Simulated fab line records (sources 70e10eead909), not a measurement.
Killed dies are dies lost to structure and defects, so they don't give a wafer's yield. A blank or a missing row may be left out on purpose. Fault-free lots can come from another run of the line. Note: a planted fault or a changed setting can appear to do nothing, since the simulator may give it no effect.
fab line records	flow nandHarc
record: lots: 6	wafers: 18	lastDay: 34
route steps=1302 shown A_SLIT@945 A_SIN_REMOVE@947 A_WL_FILL@952 END@1302
lots that met no fault: taken from a fault-free run of the same line
startH: hours from the record's opening day to when the first of the lot's shown wafers began	waitH: hours elapsed since this lot's preceding step	" as in the row above	L1.1+2: a row that stands for several wafers	- value missing, or start not given	* or withheld: withheld	< > ~ a bound
route shown NAME@n: a module of which the file shows steps, and the number in the route of the first	usual: the fault-free wafers' mean and standard deviation	same: alike in all rows	chamber/n: place in a boat	sites: readings site by site	_std_site: standard deviation across them	_edge_site: the outer-site mean with the inner-site mean subtracted	radiusMm: for every site, how far away it sits from the centre of the wafer	mask NAME#n: copy n	behind: the most recent tool/chamber to have shaped the wafer	hold: cause of the lot's hold/its duration in hours/its outcome	device: whichever transistor did not switch (one of n, p or np)	end of line: the route-end tests of the same wafers	step lacking rows: just its recipe	killed: at the first sort, the dies lost to defects and structure; wafer yield is something else	map: a wafer's dies, x killed, . not, _ none there
set.NAME: the setting that was run; set.NAME@STEP: the one run at that earlier step	model.NAME: the simulator's own value behind a step, which no gauge read
a table for each step, a row for each wafer; lots at some steps of the route
services: from which hour (startH, from the record's first day; less than 0 if before it) a tool's chamber was out of use, for how many hours, and why
== steps ==
step: NHARC_A_SLIT_SRD_20
step: NHARC_A_SLIT_CD_MEAS_21
usual: cdNm: 289.6/0.76
lot.wafer	tool	chamber	startH	waitH	cdNm
L390.1	cdSem-02	-	516.48	-	290.0
L390.4	"	-	"	"	290.1
L390.6	"	-	"	"	290.4
L393.1	cdSem-01	-	546.08	-	287.4
L393.4	"	-	"	"	288.7
L393.6	"	-	"	"	288.8
L394.3	cdSem-01	-	566.02	-	288.9
L394.4	"	-	"	"	289.1
L394.5	"	-	"	"	289.8
L403.1	cdSem-02	-	645.22	-	289.3
L403.4	"	-	"	"	289.5
L403.5	"	-	"	"	289.8
L405.1	cdSem-03	-	666.00	-	290.0
L405.3	"	-	"	"	289.3
L405.6	"	-	"	"	289.4
L407.2	cdSem-02	-	703.48	-	289.3
L407.4	"	-	"	"	290.7
L407.6	"	-	"	"	290.2
step: NHARC_A_SIN_REMOVE_WET_00
recipe: tempC: 160	timeS: 15300	chemistry: H3PO4
step: NHARC_A_SIN_REMOVE_PRECLEAN_01
recipe: timeS: *	tempC: 50	bathAgeMin: 0	chemistry: SC1
step: NHARC_A_SIN_REMOVE_SRD_02
step: NHARC_A_SIN_REMOVE_INSPECT_04
usual: rawDefectCount: 391/86
lot.wafer	tool	chamber	startH	waitH	rawDefectCount
L390.1	defectInspect-01	-	523.06	0.0	388
L390.4	"	-	"	"	510
L390.6	"	-	"	"	370
L393.1	defectInspect-01	-	552.32	0.0	373
L393.4	"	-	"	"	452
L393.6	"	-	"	"	350
L394.3	defectInspect-01	-	572.68	0.1	437
L394.4	"	-	"	"	358
L394.5	"	-	"	"	459
L403.1	defectInspect-02	-	650.56	0.0	296
L403.4	"	-	"	"	331
L403.5	"	-	"	"	289
L405.1	defectInspect-01	-	671.35	0.0	413
L405.3	"	-	"	"	435
L405.6	"	-	"	"	401
L407.2	defectInspect-02	-	710.11	0.0	376
L407.4	"	-	"	"	351
L407.6	"	-	"	"	386
step: NHARC_A_WL_FILL_ALD_00
recipe: targetThkA: 30	pulseTimeS: 3	aldCycles: 30	tempC: 300	material: Al2O3
usual: heaterPowerW: 457/45	precursorPulseHeightRel: 0.999/0.02
same: aldCycles: 30	pulseTimeS: 3
lot.wafer	tool	chamber	startH	waitH	heaterPowerW	precursorPulseHeightRel
L390.1	aldHk-03	0	523.15	0.1	423	0.977
L390.4	"	2	"	"	454	0.963
L390.6	"	0	"	"	423	1.006
L393.4	aldHk-04	3	552.39	0.1	468	1.014
L393.1	"	1	"	"	496	0.983
L393.6	"	3	"	"	472	0.973
L394.4	aldHk-04	0	572.75	0.1	467	0.990
L394.3	"	1	"	"	513	0.997
L394.5	"	0	"	"	462	1.016
L403.1	aldHk-01	3	650.66	0.1	402	0.986
L403.4	"	0	"	"	383	0.943
L403.5	"	3	"	"	419	1.024
L405.3	aldHk-04	3	671.42	0.1	450	1.006
L405.1	"	1	"	"	512	0.967
L405.6	"	0	"	"	479	1.010
L407.2	aldHk-01	0	710.20	0.1	370	1.030
L407.4	"	2	"	"	462	0.977
L407.6	"	3	"	"	395	0.987
step: NHARC_A_WL_FILL_RTA_01
recipe: tempC: 1000	timeS: 5
usual: lampPowerPct: 29.7/1.2	lamp_zone_1_pct: 29.7/1.2	lamp_zone_7_pct: 30.2/1.2	wafer_temp_C_max: 1004.8/1.4
lot.wafer	tool	chamber	startH	waitH	lampPowerPct	lamp_zone_1_pct	lamp_zone_7_pct	wafer_temp_C_max
L390.1	rtpAnneal-02	0	523.38	-	28.8	28.8	29.2	1006.6
L390.4	"	0	"	"	28.8	28.8	29.3	1006.2
L390.6	"	0	"	"	28.8	28.7	29.2	1006.0
L393.1	rtpAnneal-02	0	552.66	-	28.8	28.8	29.3	1008.4
L393.4	"	0	"	"	28.8	28.8	29.3	1007.5
L393.6	"	0	"	"	28.8	28.8	29.3	1006.8
L394.3	rtpAnneal-02	0	573.07	-	28.8	28.8	29.2	1005.5
L394.4	"	0	"	"	28.7	28.8	29.2	1006.3
L394.5	"	0	"	"	28.8	28.8	29.2	1004.1
L403.1	rtpAnneal-02	0	650.92	-	28.8	28.8	29.2	1005.7
L403.4	"	0	"	"	28.8	28.7	29.2	1005.6
L403.5	"	0	"	"	28.8	28.8	29.2	1005.0
L405.1	rtpAnneal-02	0	671.68	-	28.8	28.8	29.3	1005.8
L405.3	"	0	"	"	28.8	28.8	29.2	1005.5
L405.6	"	0	"	"	28.8	28.8	29.2	1005.5
L407.2	rtpAnneal-01	0	710.47	-	31.3	31.2	31.7	1003.0
L407.4	"	0	"	"	31.3	31.3	31.7	1002.9
L407.6	"	0	"	"	31.2	31.2	31.7	1004.0
step: NHARC_A_WL_FILL_ALD_02
recipe: targetThkA: 20	pulseTimeS: 3	aldCycles: 100	tempC: 450	material: TiN
usual: heaterPowerW: 1089/140	precursorPulseHeightRel: 1.003/0.021
same: aldCycles: 100	pulseTimeS: 3
lot.wafer	tool	chamber	startH	waitH	heaterPowerW	precursorPulseHeightRel
L390.4	aldMetal-04	3	523.59	0.1	931	0.993
L390.1	"	1	"	"	961	1.013
L390.6	"	3	"	"	928	0.994
L393.1	aldMetal-04	3	552.95	0.3	944	0.973
L393.4	"	2	"	"	968	1.014
L393.6	"	3	"	"	945	1.007
L394.3	aldMetal-02	2	573.23	0.1	1248	0.988
L394.4	"	0	"	"	1025	0.995
L394.5	"	3	"	"	1413	0.984
L403.4	aldMetal-01	2	651.14	0.1	1025	1.010
L403.1	"	0	"	"	1254	0.969
L403.5	"	3	"	"	1102	1.035
L405.3	aldMetal-04	2	671.90	0.1	1008	1.022
L405.1	"	0	"	"	1060	0.971
L405.6	"	2	"	"	977	1.037
L407.2	aldMetal-04	1	710.66	0.2	909	0.986
L407.4	"	0	"	"	1078	1.014
L407.6	"	1	"	"	925	1.009
step: NHARC_A_WL_FILL_CVD_03
recipe: targetThkA: 400	tempC: 300	pressureTorr: 40	wf6FlowSccm: 40	h2FlowSccm: 1600	arFlowSccm: 1560	timeS: 279	material: W
usual: heaterPowerW: 486/37	throttleValvePct: 7.9/0.36
lot.wafer	tool	chamber	startH	waitH	heaterPowerW	throttleValvePct
L390.1	cvdW-02	0	524.03	0.1	534	7.8
L390.4	"	0	"	"	542	7.8
L390.6	"	1	"	"	434	8.0
L393.1	cvdW-02	1	553.78	0.3	442	7.8
L393.4	"	0	"	"	524	7.7
L393.6	"	0	"	"	538	7.7
L394.4	cvdW-01	0	573.77	0.2	483	7.3
L394.3	"	1	"	"	488	8.3
L394.5	"	0	"	"	477	7.6
L403.1	cvdW-02	1	651.64	0.1	417	7.7
L403.4	"	1	"	"	406	7.8
L403.5	"	1	"	"	412	7.9
L405.1	cvdW-01	1	672.33	0.1	496	8.6
L405.3	"	1	"	"	502	8.2
L405.6	"	1	"	"	488	8.7
L407.2	cvdW-01	1	711.15	0.1	509	8.6
L407.4	"	1	"	"	501	9.0
L407.6	"	1	"	"	498	8.5
step: NHARC_A_WL_FILL_ETCHBACK_04
recipe: targetDepthA: 600	timeS: 120	chemistry: NF3
usual: drypumpMotorCurrentA: 5.8/0.57	oesProductAu: 1.002/0.0092	runLengthS: 141.59/0.29
lot.wafer	tool	chamber	startH	waitH	drypumpMotorCurrentA	oesProductAu	rfHoursCounterH	runLengthS
L390.1	rieMetal-02	0	524.43	0.4	5.7	1.013	0.6	140.92
L390.4	"	0	"	"	5.7	1.019	-	140.90
L390.6	"	0	"	"	5.7	1.018	-	140.78
L393.1	rieMetal-01	1	554.15	0.3	6.5	1.003	2.6	155.55
L393.4	"	1	"	"	6.5	0.997	-	155.48
L393.6	"	1	"	"	6.5	1.000	-	155.59
L394.3	rieMetal-01	1	574.11	0.2	6.5	1.001	-	155.28
L394.4	"	0	"	"	5.4	0.997	-	141.72
L394.5	"	1	"	"	6.5	1.006	-	155.28
L403.1	rieMetal-03	1	652.00	0.3	6.0	1.013	2.1	141.78
L403.4	"	1	"	"	6.0	1.010	-	141.75
L403.5	"	1	"	"	6.0	1.006	-	141.54
L405.1	rieMetal-03	0	672.73	0.4	4.9	1.006	2.6	141.40
L405.3	"	1	"	"	6.0	1.003	-	141.95
L405.6	"	1	"	"	6.0	1.002	-	141.64
L407.2	rieMetal-01	0	711.47	0.3	5.3	0.990	1.6	141.44
L407.4	"	1	"	"	6.5	1.009	-	141.61
L407.6	"	1	"	"	6.5	1.005	-	141.69
step: NHARC_A_WL_FILL_ETCHBACK_05
recipe: targetDepthA: 220	timeS: 60	tempC: 40	chemistry: Cl2/BCl3
usual: drypumpMotorCurrentA: 5.8/0.57	oesProductAu: 1.003/0.0097	runLengthS: 81.6/0.32
lot.wafer	tool	chamber	startH	waitH	drypumpMotorCurrentA	oesProductAu	rfHoursCounterH	runLengthS
L390.1	rieMetal-02	1	524.66	0.2	6.2	0.995	1.2	82.1
L390.4	"	0	"	"	5.7	1.011	-	81.1
L390.6	"	1	"	"	6.2	0.998	-	81.7
L393.1	rieMetal-01	1	554.59	0.4	6.5	0.994	2.9	81.6
L393.4	"	1	"	"	6.5	0.996	-	81.4
L393.6	"	1	"	"	6.5	1.000	-	81.3
L394.3	rieMetal-01	0	574.31	0.2	5.3	1.007	-	81.3
L394.4	"	1	"	"	6.5	1.010	-	81.8
L394.5	"	1	"	"	6.5	1.006	-	82.0
L403.1	rieMetal-03	0	652.28	0.2	5.0	1.007	2.3	81.6
L403.4	"	0	"	"	5.0	1.008	-	81.7
L403.5	"	0	"	"	5.0	1.010	-	81.6
L405.1	rieMetal-03	1	672.94	0.2	6.0	1.004	2.7	81.9
L405.3	"	0	"	"	5.0	1.021	-	81.9
L405.6	"	0	"	"	5.0	1.018	-	81.9
L407.2	rieMetal-01	0	711.72	0.2	5.3	1.000	1.8	81.7
L407.4	"	1	"	"	6.5	1.007	-	81.7
L407.6	"	0	"	"	5.3	0.995	-	81.8
step: NHARC_END_SORT_01
recipe: tempC: 25
usual: killedAtArray: 55/15	killedAtOther: 1.0/1.2	killedAtPeriphery: 3.4/2.2	killedDies: 59/15	killedOpen: 3.2/2	killedShort: 2.5/1.7
same: grossDies: 677
lot.wafer	tool	chamber	startH	waitH	killedAtArray	killedAtOther	killedAtPeriphery	killedDies	killedOpen	killedShort
L390.1	prober-02	0	619.49	2.5	77	0	0	77	1	4
L390.4	prober-02	0	621.88	3.4	77	1	3	81	5	3
L390.6	prober-02	0	623.48	4.0	100	1	1	102	3	3
L393.1	prober-02	0	649.16	2.5	34	2	7	43	3	3
L393.4	prober-02	0	651.57	3.4	46	2	6	54	4	2
L393.6	prober-02	0	653.18	4.0	40	3	3	46	1	2
L394.3	prober-01	0	679.18	3.1	37	0	6	43	5	6
L394.4	prober-01	0	679.98	3.4	36	0	7	43	4	4
L394.5	prober-01	0	680.79	3.7	31	0	6	37	2	1
L403.1	prober-01	0	746.04	2.4	57	2	0	59	2	0
L403.4	prober-01	0	748.47	3.4	57	2	1	60	5	2
L403.5	prober-01	0	749.28	3.7	64	2	0	66	3	4
L405.1	prober-01	0	772.73	2.5	56	5	6	67	3	1
L405.3	prober-01	0	774.31	3.1	58	3	3	64	2	3
L405.6	prober-01	0	776.68	4.0	61	5	2	68	2	1
L407.2	prober-02	0	808.65	2.8	41	0	10	51	7	2
L407.4	prober-02	0	810.26	3.4	37	0	4	41	3	3
L407.6	prober-02	0	811.86	4.0	44	0	4	48	1	2
killed by level:class
L390.1 A_CHANNEL_HOLE_D2:chamberFilmFlake=32 A_SLIT:chamberFilmFlake=29 A_CHANNEL_HOLE_D1:chamberFilmFlake=7 A_ONON_D1:geometricParticle:short=2 A_CONTACT:chamberFilmFlake=2 A_DECK1_JOINT:geometricParticle:short=1 A_WL_FILL:geometricParticle:short=1 A_M1:geometricParticle:open=1
L390.4 A_CHANNEL_HOLE_D2:chamberFilmFlake=39 A_SLIT:chamberFilmFlake=27 A_CHANNEL_HOLE_D1:chamberFilmFlake=5 P_M0:geometricParticle:open=1 P_M1:geometricParticle:open=1 A_SOURCE_PLATE:geometricParticle:short=1 A_DECK1_JOINT:geometricParticle:open=1 A_ONON_D2:geometricParticle:short=1
L390.6 A_CHANNEL_HOLE_D2:chamberFilmFlake=38 A_SLIT:chamberFilmFlake=38 A_CHANNEL_HOLE_D1:chamberFilmFlake=11 A_STAIRCASE:chamberFilmFlake=3 A_CHANNEL_FILL_D2:geometricParticle:short=2 A_CONTACT:chamberFilmFlake=2 A_ONON_D1:geometricParticle:open=1 A_DECK1_JOINT:geometricParticle:open=1
L393.1 A_CHANNEL_HOLE_D2:chamberFilmFlake=16 A_STAIRCASE:chamberFilmFlake=5 P_GATE:chamberFilmFlake=3 A_CONTACT:chamberFilmFlake=3 P_ZERO_WELL:chamberFilmFlake=2 A_DECK1_JOINT:chamberFilmFlake=2 A_SLIT:chamberFilmFlake=2 THIN_TSV:chamberFilmFlake=2
L393.4 A_CHANNEL_HOLE_D2:chamberFilmFlake=33 A_CONTACT:chamberFilmFlake=4 P_GATE:chamberFilmFlake=3 A_CHANNEL_HOLE_D1:chamberFilmFlake=3 A_M0:geometricParticle:open=2 A_STAIRCASE:chamberFilmFlake=2 THIN_TSV:chamberFilmFlake=2 P_CONTACT:geometricParticle:short=1
L393.6 A_CHANNEL_HOLE_D2:chamberFilmFlake=19 A_CHANNEL_HOLE_D1:chamberFilmFlake=7 A_DECK1_JOINT:chamberFilmFlake=5 A_STAIRCASE:chamberFilmFlake=3 P_GATE:chamberFilmFlake=2 A_CONTACT:chamberFilmFlake=2 THIN_TSV:chamberFilmFlake=2 A_ONON_D2:geometricParticle:open=1
L394.3 A_CHANNEL_HOLE_D2:chamberFilmFlake=12 A_CHANNEL_HOLE_D1:chamberFilmFlake=5 P_M1:chamberFilmFlake=3 A_DECK1_JOINT:chamberFilmFlake=3 A_DECK1_JOINT:geometricParticle:short=2 A_M0:geometricParticle:open=2 A_STAIRCASE:chamberFilmFlake=2 A_SLIT:chamberFilmFlake=2
L394.4 A_CHANNEL_HOLE_D2:chamberFilmFlake=16 A_STAIRCASE:chamberFilmFlake=4 P_M1:chamberFilmFlake=3 A_CHANNEL_HOLE_D1:chamberFilmFlake=3 A_CONTACT:chamberFilmFlake=3 A_ZERO_WELL:chamberFilmFlake=2 A_SLIT:chamberFilmFlake=2 P_CONTACT:geometricParticle:short=1
L394.5 A_CHANNEL_HOLE_D2:chamberFilmFlake=18 A_SLIT:chamberFilmFlake=4 P_M0:geometricParticle:open=2 P_M1:chamberFilmFlake=2 A_CHANNEL_HOLE_D1:chamberFilmFlake=2 A_STAIRCASE:chamberFilmFlake=2 A_CHANNEL_FILL_D1:geometricParticle:short=1 P_GATE:chamberFilmFlake=1
L403.1 A_CHANNEL_HOLE_D2:chamberFilmFlake=29 A_CHANNEL_HOLE_D1:chamberFilmFlake=10 A_CONTACT:chamberFilmFlake=7 A_SGD_CUT:chamberFilmFlake=5 A_M1:chamberFilmFlake=2 THIN_TSV:chamberFilmFlake=2 A_ONON_D1:geometricParticle:open=1 A_CHANNEL_HOLE_D2:geometricParticle:open=1
L403.4 A_CHANNEL_HOLE_D2:chamberFilmFlake=23 A_CHANNEL_HOLE_D1:chamberFilmFlake=16 A_CONTACT:chamberFilmFlake=4 A_SGD_CUT:chamberFilmFlake=3 A_ONON_D1:geometricParticle:open=2 A_M1:chamberFilmFlake=2 THIN_TSV:chamberFilmFlake=2 P_M0:geometricParticle:short=1
L403.5 A_CHANNEL_HOLE_D2:chamberFilmFlake=24 A_CHANNEL_HOLE_D1:chamberFilmFlake=14 A_CONTACT:chamberFilmFlake=6 A_SLIT:chamberFilmFlake=5 A_SGD_CUT:chamberFilmFlake=4 A_ONON_D1:geometricParticle:short=2 A_M1:chamberFilmFlake=2 THIN_TSV:chamberFilmFlake=2
L405.1 A_SLIT:chamberFilmFlake=31 A_CHANNEL_HOLE_D1:chamberFilmFlake=12 A_CONTACT:chamberFilmFlake=8 P_M2:chamberFilmFlake=4 THIN_TSV:chamberFilmFlake=4 P_CONTACT:geometricParticle:open=1 A_ONON_D1:geometricParticle:open=1 A_CHANNEL_HOLE_D1:geometricParticle:open=1
L405.3 A_SLIT:chamberFilmFlake=26 A_CHANNEL_HOLE_D1:chamberFilmFlake=20 A_CONTACT:chamberFilmFlake=4 THIN_TSV:chamberFilmFlake=3 P_GATE:chamberFilmFlake=2 A_ONON_D1:geometricParticle:short=1 A_DECK1_JOINT:geometricParticle:open=1 A_SGD_CUT:geometricParticle:short=1
L405.6 A_SLIT:chamberFilmFlake=34 A_CHANNEL_HOLE_D1:chamberFilmFlake=15 THIN_TSV:chamberFilmFlake=5 A_CONTACT:chamberFilmFlake=4 A_BONDPAD:chamberFilmFlake=2 P_CONTACT:geometricParticle:open=1 A_CHANNEL_FILL_D2:geometricParticle:short=1 A_M0:geometricParticle:open=1
L407.2 A_CHANNEL_HOLE_D1:chamberFilmFlake=13 A_SLIT:chamberFilmFlake=12 P_CONTACT:chamberFilmFlake=6 A_CONTACT:chamberFilmFlake=3 A_STAIRCASE:chamberFilmFlake=2 A_WL_FILL:chamberFilmFlake=2 P_STI:geometricParticle:open=1 P_M2:geometricParticle:open=1
L407.4 A_CHANNEL_HOLE_D1:chamberFilmFlake=15 A_SLIT:chamberFilmFlake=6 A_CONTACT:chamberFilmFlake=4 A_CHANNEL_HOLE_D2:chamberFilmFlake=4 P_CONTACT:chamberFilmFlake=2 P_CONTACT:geometricParticle:open=1 P_M1:geometricParticle:open=1 A_CHANNEL_HOLE_D1:geometricParticle:short=1
L407.6 A_CHANNEL_HOLE_D1:chamberFilmFlake=27 A_SLIT:chamberFilmFlake=9 A_CHANNEL_HOLE_D2:chamberFilmFlake=3 P_CONTACT:chamberFilmFlake=2 P_M0:geometricParticle:open=1 A_ONON_D1:geometricParticle:short=1 A_DECK1_JOINT:geometricParticle:short=1 P_BONDPAD:chamberFilmFlake=1
== services ==
tool	chamber	startH	hours	kind
rieMetal-03	-	519.00	9.0	pm
aldMetal-01	0	522.09	15.0	repair
aldMetal-01	-	526.00	10.0	pm
aldMetal-04	1	528.64	26.7	repair
aldMetal-04	0	534.61	2.4	repair
aldMetal-04	0	537.30	7.6	repair
aldHk-04	-	538.66	0.6	repair
rieMetal-01	0	542.32	15.6	repair
cvdW-01	-	547.00	13.0	pm
aldMetal-04	0	547.84	52.3	repair
aldHk-03	-	568.44	10.0	pm
rieMetal-01	-	575.00	9.0	pm
aldMetal-04	-	610.32	0.7	repair
aldHk-04	-	612.18	10.0	pm
aldMetal-04	-	625.93	0.7	repair
cvdW-02	-	631.00	13.0	pm
rieMetal-02	-	631.00	9.0	pm
aldMetal-04	-	652.00	10.0	pm
rieMetal-01	0	668.09	17.1	repair
aldMetal-04	-	685.76	0.4	repair
cvdW-01	0	688.19	14.0	repair
aldMetal-04	-	689.50	0.3	repair
rieMetal-03	-	696.00	9.0	pm
rieMetal-02	1	710.81	1.4	repair
== key ==
firstSign: step: NHARC_A_WL_FILL_ETCHBACK_04	reading: runLengthS	direction: up	sigmas: 48	usual: *	struck: *
effect none on later readings
metAt NHARC_A_WL_FILL_ETCHBACK_04
struckWafers L393.1,L393.4,L393.6,L394.3,L394.5
testerLeftOut L393,L394
fault: kind: processParameterDrift	tool: rieMetal-01	chamber: 1	onsetH: 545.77	steps: NHARC_A_WL_FILL_ETCHBACK_04	channel: timeS	offset: *	shape: step	endH: 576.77	actsIn: *	stated: *
testerLeftOut: of these lots the tester's yield and bins aren't shown, on N5 and GAA mostly nor the transistor test; their killed dies are dies lost to structure and defects alone, not to doping, threshold or leakage, so they don't give the yield
